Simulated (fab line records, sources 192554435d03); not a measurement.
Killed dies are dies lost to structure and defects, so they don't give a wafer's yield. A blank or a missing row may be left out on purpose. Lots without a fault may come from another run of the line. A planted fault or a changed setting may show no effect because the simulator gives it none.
A struck lot beside a sound one | flow n5_finfet | 29 steps out of a route of 1938
Sound: wafers L255.2, L255.4, L255.5. Struck: wafers L262.2, L262.4, L262.5. The cause comes at the end.
At each step with rows: each side's tool, then ch and its chambers, then its first start. Under that, the readings that differ: sound wafers | struck wafers | difference of the means | sigmas: that difference in standard deviations of wafers without a fault.
alike: readings whose means differ by less than 2 such deviations, and words and numbers that are the same on both sides. not compared: withheld readings, readings that some wafer has no value for, bounds like >300 that may hide the same value, and numbers for which the record gives no deviation and whose values overlap.
The two part at a step that has a row with sigmas, a row that says differs or no value, or rows on one side only. Numbers that don't overlap but have no deviation are shown without sigmas and don't part them. A reading that every wafer of one side lacks parts them only if that side has two wafers or more.

first, 1 step without rows for these wafers: N5_STI_FIN_REVEAL_DENSIFY_02 (time 1800 s).
N5_STI_FIN_REVEAL_CMP_04: polishes, stops on Si3N4, t overpolish 4 s, target thk 131.83 nm.
  sound on cmp-01 ch 0,3, day 4 04:41; struck on cmp-03 ch 0,2,3, day 5 23:44
  reading                | sound    | struck      | difference | sigmas
  time_to_endpoint_s (s) | 92 94 95 | 113 103 107 | +14        | +3
  alike: motor_current_A, overpolish_run_s
  not compared: pad_life_wafers
N5_STI_FIN_REVEAL_THK_MEAS_05:
  sound on film_metro-02, day 4 04:56; struck on film_metro-01, day 5 23:58
  reading     | sound             | struck            | difference | sigmas
  thk_nm (nm) | 129.7 129.5 129.6 | 132.5 131.6 132.9 | +2.7       | +2
N5_STI_FIN_REVEAL_DENSIFY_30:
  sound on rtp_anneal-01 ch 0, day 4 04:59; struck on rtp_anneal-01 ch 0, day 6 00:10
  alike: lamp_power_pct
  not compared: wafer_temp_C_max
then, 1 step without rows for these wafers: N5_STI_FIN_REVEAL_ETCHBACK_08 (etches SiO2 in C4F6/O2, target depth 30.5 nm, time 10.167 s).
N5_STI_FIN_REVEAL_STRIP_24: strips in N2/H2, time 90 s.
  sound on rie_diel-02 ch 1,2, day 4 05:22; struck on rie_diel-02 ch 2,3, day 6 00:25
  alike: drypump_motor_current_A, oes_product_au, rf_vpp_V, showerhead_plenum_p_Torr, throttle_valve_pct
  not compared: rf_hours_counter_h
then, 6 steps without rows for these wafers: N5_STI_FIN_REVEAL_PRECLEAN_25 (cleans in SPM, time 90 s); N5_STI_FIN_REVEAL_PRECLEAN_26 (cleans in SC1, time 45 s); N5_STI_FIN_REVEAL_PRECLEAN_29 (cleans in DHF, time 30 s); N5_STI_FIN_REVEAL_SRD_12 (time 30 s); N5_STI_FIN_REVEAL_RECESS_09 (chemistry HF/NH3, target SiO2, afs cycles 11, target depth 42.5 nm, sublimation time 60 s); N5_STI_FIN_REVEAL_STRIP_16 (strips SiNx in H3PO4, target depth 23.8 nm).
N5_STI_FIN_REVEAL_PRECLEAN_17: cleans in NF3:NH3, afs cycles 1, time 20 s, sublimation time 60 s.
  sound on remote_plasma-02 ch 1, day 4 07:31; struck on remote_plasma-02 ch 0, day 6 04:08
N5_STI_FIN_REVEAL_ETCH_34: etches Si in H2, material Si, target depth 0.97 nm.
  sound on rie_si-04 ch 1,2, day 4 07:41; struck on rie_si-06 ch 0,2,3, day 6 04:19
  alike: drypump_motor_current_A, oes_product_au, throttle_valve_pct
  not compared: rf_hours_counter_h
then, 4 steps without rows for these wafers: N5_STI_FIN_REVEAL_OXIDATION_31 (chemistry O2 PLASMA REMOTE, time 20 s); N5_STI_FIN_REVEAL_PRECLEAN_32 (cleans in NF3:NH3, afs cycles 1, time 20 s, sublimation time 60 s); N5_STI_FIN_REVEAL_STRIP_35 (strips Si3N4 in H3PO4, target depth 4 nm, time 39 s); N5_STI_FIN_REVEAL_SRD_21 (time 30 s).
N5_STI_FIN_REVEAL_OXIDATION_33: chemistry O2 PLASMA REMOTE, time 20 s.
  sound on plasma_asher-01 ch 0,1, day 4 08:07; struck on plasma_asher-01 ch 0, day 6 04:44
  alike: drypump_motor_current_A, heater_power_w
  not compared: rf_hours_counter_h
then, 2 steps without rows for these wafers: N5_STI_FIN_REVEAL_CLEAN_19 (cleans in O3/DIW, time 120 s); N5_STI_FIN_REVEAL_SRD_23 (time 30 s).
N5_STI_FIN_REVEAL_CD_MEAS_22: target cd 6.238 nm, pitch 28 nm.
  sound on cd_sem-01, day 4 08:17; struck on cd_sem-02, day 6 04:53
  alike: cd_nm
N5_STI_FIN_REVEAL_FIN_H_MEAS_10:
  sound on ocd-01, day 4 08:19; struck on ocd-02, day 6 04:55
  alike: trench_depth_nm
then, 2 steps without rows for these wafers: N5_STI_FIN_REVEAL_PRECLEAN_18 (cleans in SC2, time 45 s); N5_STI_FIN_REVEAL_SRD_28 (time 30 s).
N5_STI_FIN_REVEAL_INSPECT_13: inspects for defects (darkfield).
  sound on defect_inspect-01, day 4 08:24; struck on defect_inspect-01, day 6 05:01
  reading          | sound  | struck      | difference | sigmas
  raw_defect_count | 2 11 5 | 634 627 659 | +634       | +99 or more
then, 1 step without rows for these wafers: N5_DUMMY_GATE_PRECLEAN_00 (cleans in O3/DIW, time 60 s).
-- the record jumps here: 6 days lie between the struck wafers' starts before and after (it left off in module DUMMY_GATE and takes up again in module BEOL_M4, whose first step shown is number 1111 of the route) --
N5_BEOL_M4_RC_MEAS_101:
  sound on prober-01 ch 0, day 10 01:50; struck on prober-02 ch 0, day 12 05:01
  alike: DIBL_N, DIBL_P, IOFF_N, IOFF_P, ION_N, ION_P, SS_N, SS_P, VT_N, VT_P
-- the record jumps here: 5 days lie between the struck wafers' starts before and after (it left off in module BEOL_M4 and takes up again in module PASSIVATION, whose first step shown is number 1936 of the route) --
N5_PASSIVATION_PROBE_49:
  the record has rows for the struck wafers here (prober-02, day 17 05:01) and none for the sound ones

WHERE THEY PART
First at N5_STI_FIN_REVEAL_CMP_04; last, within this record, at N5_PASSIVATION_PROBE_49.

WHY: what the simulator had put in
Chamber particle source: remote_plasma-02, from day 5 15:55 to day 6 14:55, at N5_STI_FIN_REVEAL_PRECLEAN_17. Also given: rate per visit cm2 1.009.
